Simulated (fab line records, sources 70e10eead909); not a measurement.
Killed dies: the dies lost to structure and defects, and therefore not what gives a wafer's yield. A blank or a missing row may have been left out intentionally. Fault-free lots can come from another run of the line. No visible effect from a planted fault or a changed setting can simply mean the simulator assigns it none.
Chamber matching + flow nand harc + NHARC_A_STAIRCASE_CMP_472 on cmp-04 has 4 sister chambers
The step polishes SiO2. 8 wafers are shown with their chamber, then 9 later ones without.

WAFERS, EACH WITH ITS CHAMBER
| wafer  | chamber | motor current A (A) |
|--------|---------|---------------------|
| L077.1 | 2       | 12.2                |
| L082.6 | 2       | 12.0                |
| L084.6 | 0       | 10.7                |
| L089.1 | 3       | 10.5                |
| L089.6 | 1       | 12.8                |
| L092.1 | 3       | 10.3                |
| L092.3 | 1       | 11.9                |
| L092.4 | 0       | 11.4                |

WAFERS WITH NO CHAMBER GIVEN
| wafer  | motor current A (A) |
|--------|---------------------|
| L093.2 | 11.7                |
| L093.3 | 10.6                |
| L093.6 | 10.3                |
| L095.2 | 12.6                |
| L095.3 | 10.3                |
| L095.6 | 10.5                |
| L097.1 | 12.5                |
| L097.3 | 10.6                |
| L097.6 | 13.1                |

THE CHAMBER EACH PASSED THROUGH
| wafer  | from the rows above          | in truth |
|--------|------------------------------|----------|
| L093.2 | can't be placed: 2 or 0 or 1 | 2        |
| L093.3 | can't be placed: 3 or 0      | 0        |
| L093.6 | can't be placed: 3 or 0      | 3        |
| L095.2 | can't be placed: 1 or 2      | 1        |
| L095.3 | can't be placed: 3 or 0      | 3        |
| L095.6 | can't be placed: 3 or 0      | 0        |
| L097.1 | can't be placed: 1 or 2      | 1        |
| L097.3 | can't be placed: 3 or 0      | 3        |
| L097.6 | can't be placed: 1 or 2      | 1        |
Correct placement for 0 of the 9. From these rows, 9 cannot be placed; in 9 the true chamber is one of the candidates. Wrongly placed: 0.
How it was worked out, from the rows above alone: a wafer's distance from a chamber is the root of the sum, over the readings, of the square of ((its reading less the chamber's mean) divided by the reading's scatter). The wafer belongs to the nearest chamber; if the next one is less than 2 further off, it can't be placed. Each chamber's mean is taken over the wafers shown for it. The scatter is the square root of a quotient: the sum, over the shown wafers, of each reading's squared deviation from its chamber's mean, divided by wafers minus chambers.
